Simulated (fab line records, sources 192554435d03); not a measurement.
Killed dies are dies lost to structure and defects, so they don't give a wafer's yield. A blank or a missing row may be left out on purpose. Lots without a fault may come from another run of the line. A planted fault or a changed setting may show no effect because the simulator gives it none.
Chamber matching | flow n5_finfet | N5_FIN_SAQP_HM_OPEN_33 on rie_diel-02: 4 sister chambers
The step chemistry CH3F/O2, target SiNx, target depth 49.4 nm, time 70.6 s. 18 wafers are shown with their chamber, then 9 later ones without.

WAFERS WITH THEIR CHAMBER
wafer  | chamber | rf_vpp_V (V) | showerhead_plenum_p_Torr (Torr) | throttle_valve_pct (%)
L074.2 | 3       | 295          | 2.07                            | 16.25
L074.3 | 1       | 298          | 2.10                            | 16.67
L074.5 | 2       | 311          | 2.04                            | 16.23
L075.2 | 3       | 297          | 2.07                            | 16.25
L075.4 | 1       | 298          | 2.09                            | 16.67
L075.6 | 3       | 296          | 2.07                            | 16.25
L076.3 | 1       | 298          | 2.09                            | 16.67
L076.4 | 3       | 298          | 2.06                            | 16.28
L076.6 | 0       | 301          | 2.05                            | 16.01
L077.1 | 1       | 297          | 2.09                            | 16.69
L077.2 | 0       | 300          | 2.05                            | 16.00
L077.3 | 3       | 297          | 2.06                            | 16.28
L082.3 | 1       | 299          | 2.09                            | 16.71
L082.4 | 0       | 299          | 2.04                            | 16.02
L082.6 | 0       | 300          | 2.04                            | 16.02
L083.1 | 3       | 296          | 2.06                            | 16.30
L083.4 | 2       | 313          | 2.04                            | 15.84
L083.5 | 1       | 298          | 2.09                            | 16.69

SIGNATURES (means of the wafers above)
reading                  | chamber 0 | chamber 1 | chamber 2 | chamber 3 | scatter within a chamber
rf_vpp_V                 | 300.00    | 298.00    | 312.00    | 296.50    | 0.906
showerhead_plenum_p_Torr | 2.0450    | 2.0917    | 2.0400    | 2.0650    | 0.00488
throttle_valve_pct       | 16.0125   | 16.6833   | 16.0350   | 16.2683   | 0.0756
Rule: a wafer's distance from a chamber is the root of the sum, over the readings, of the square of ((its reading less the chamber's mean) divided by the reading's scatter). The wafer belongs to the nearest chamber; if the next one is less than 2 further off, it can't be placed. The scatter: the root of (the sum of the squares of (reading less its chamber's mean) over the shown wafers, divided by (wafers less chambers)).

WAFERS WITHOUT THEIR CHAMBER
wafer  | rf_vpp_V (V) | showerhead_plenum_p_Torr (Torr) | throttle_valve_pct (%)
L084.2 | 314          | 2.03                            | 15.83
L084.3 | 298          | 2.09                            | 16.72
L084.6 | 296          | 2.06                            | 16.30
L085.3 | 311          | 2.03                            | 15.83
L085.5 | 312          | 2.03                            | 15.84
L085.6 | 298          | 2.09                            | 16.72
L086.2 | 300          | 2.04                            | 16.04
L086.3 | 311          | 2.03                            | 15.84
L086.6 | 301          | 2.04                            | 16.05

WHICH CHAMBER EACH WENT THROUGH
wafer  | from the rows above | in truth
L084.2 | 2                   | 2
L084.3 | 1                   | 1
L084.6 | 3                   | 3
L085.3 | 2                   | 2
L085.5 | 2                   | 2
L085.6 | 1                   | 1
L086.2 | 0                   | 0
L086.3 | 2                   | 2
L086.6 | 0                   | 0
Placed correctly: 9 of 9. Can't be placed from these rows: 0. Placed wrongly: 0.
